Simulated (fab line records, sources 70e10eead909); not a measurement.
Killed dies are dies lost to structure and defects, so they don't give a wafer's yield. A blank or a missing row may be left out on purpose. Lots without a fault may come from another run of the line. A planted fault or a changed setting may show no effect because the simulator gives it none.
Chamber matching | flow nand_harc | NHARC_A_CONTACT_ETCH_106 on rie_diel-06: 4 sister chambers
The step etches the open film in CF4/O2, target depth 90 nm, overetch 9 nm, time 49.5 s. 4 wafers are shown with their chamber, then 7 later ones without.

WAFERS WITH THEIR CHAMBER
wafer  | chamber | drypump_motor_current_A (A)
L171.4 | 1       | 4.9
L179.3 | 2       | 5.8
L183.2 | 3       | 5.9
L183.4 | 0       | 6.1

WAFERS WITHOUT THEIR CHAMBER
wafer  | drypump_motor_current_A (A)
L183.5 | 5.8
L185.3 | 4.8
L185.5 | 6.1
L185.6 | 5.9
L186.1 | 5.8
L186.2 | 4.8
L186.5 | 6.1

WHICH CHAMBER EACH WENT THROUGH
wafer  | from the rows above     | in truth
L183.5 | can't be placed: 2 or 3 | 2
L185.3 | 1                       | 1
L185.5 | 0                       | 0
L185.6 | can't be placed: 3 or 2 | 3
L186.1 | can't be placed: 2 or 3 | 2
L186.2 | 1                       | 1
L186.5 | 0                       | 0
Placed correctly: 4 of 7. Can't be placed from these rows: 3 (the true chamber is among the candidates in 3). Placed wrongly: 0.
How it was worked out, from the rows above alone: a wafer's distance from a chamber is the root of the sum, over the readings, of the square of ((its reading less the chamber's mean) divided by the reading's scatter). The wafer belongs to the nearest chamber; if the next one is less than 2 further off, it can't be placed. A chamber's mean is the mean of its shown wafers. The scatter: with one shown wafer a chamber, the root of the mean of the squares of how far each hidden wafer lies from its nearest shown one.
